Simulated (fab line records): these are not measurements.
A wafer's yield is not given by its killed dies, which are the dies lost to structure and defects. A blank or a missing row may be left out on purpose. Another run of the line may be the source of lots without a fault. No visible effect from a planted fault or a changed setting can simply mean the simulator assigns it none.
Chamber matching | flow n5_finfet | N5_SD_EPI_P_ETCH_16 on rie_diel-04: 4 sister chambers
The step etches SiO2 in CHF3/O2, target depth 5 nm. 8 wafers are shown with their chamber, then 7 later ones without.

== WAFERS PAIRED WITH THEIR CHAMBERS ==
wafer  | chamber | drypump_motor_current_A (A) | showerhead_plenum_p_Torr (Torr)
L085.1 | 2       | 6.2                         | 2.42
L085.4 | 0       | 5.2                         | 2.32
L085.5 | 3       | 5.3                         | 2.39
L086.2 | 2       | 6.2                         | 2.42
L086.4 | 0       | 5.2                         | 2.32
L086.6 | 1       | 5.2                         | 2.47
L090.2 | 1       | 5.2                         | 2.46
L090.3 | 3       | 5.2                         | 2.39

== WAFERS WHOSE CHAMBER IS MISSING ==
wafer  | drypump_motor_current_A (A) | showerhead_plenum_p_Torr (Torr)
L090.4 | 6.2                         | 2.42
L091.3 | 6.2                         | 2.42
L091.4 | 6.2                         | 2.42
L091.6 | 5.2                         | 2.46
L095.1 | 6.2                         | 2.42
L095.4 | 5.2                         | 2.31
L095.5 | 6.2                         | 2.42

== CHAMBER TAKEN BY EACH ==
wafer  | from the rows above | in truth
L090.4 | 2                   | 2
L091.3 | 2                   | 2
L091.4 | 2                   | 2
L091.6 | 1                   | 1
L095.1 | 2                   | 2
L095.4 | 0                   | 0
L095.5 | 2                   | 2
Placed correctly: 7 of 7. From these rows, 0 cannot be placed. Placed wrongly: 0.
How it was worked out, from the rows above alone: a wafer's distance from a chamber is the root of the sum, over the readings, of the square of ((its reading less the chamber's mean) divided by the reading's scatter). The wafer belongs to the nearest chamber; if the next one is less than 2 further off, it can't be placed. A chamber's mean is the mean of its shown wafers. How the scatter is found: for the shown wafers, subtract from each reading the mean of its chamber, square and add these, divide the total by (wafers less chambers), then take the root.
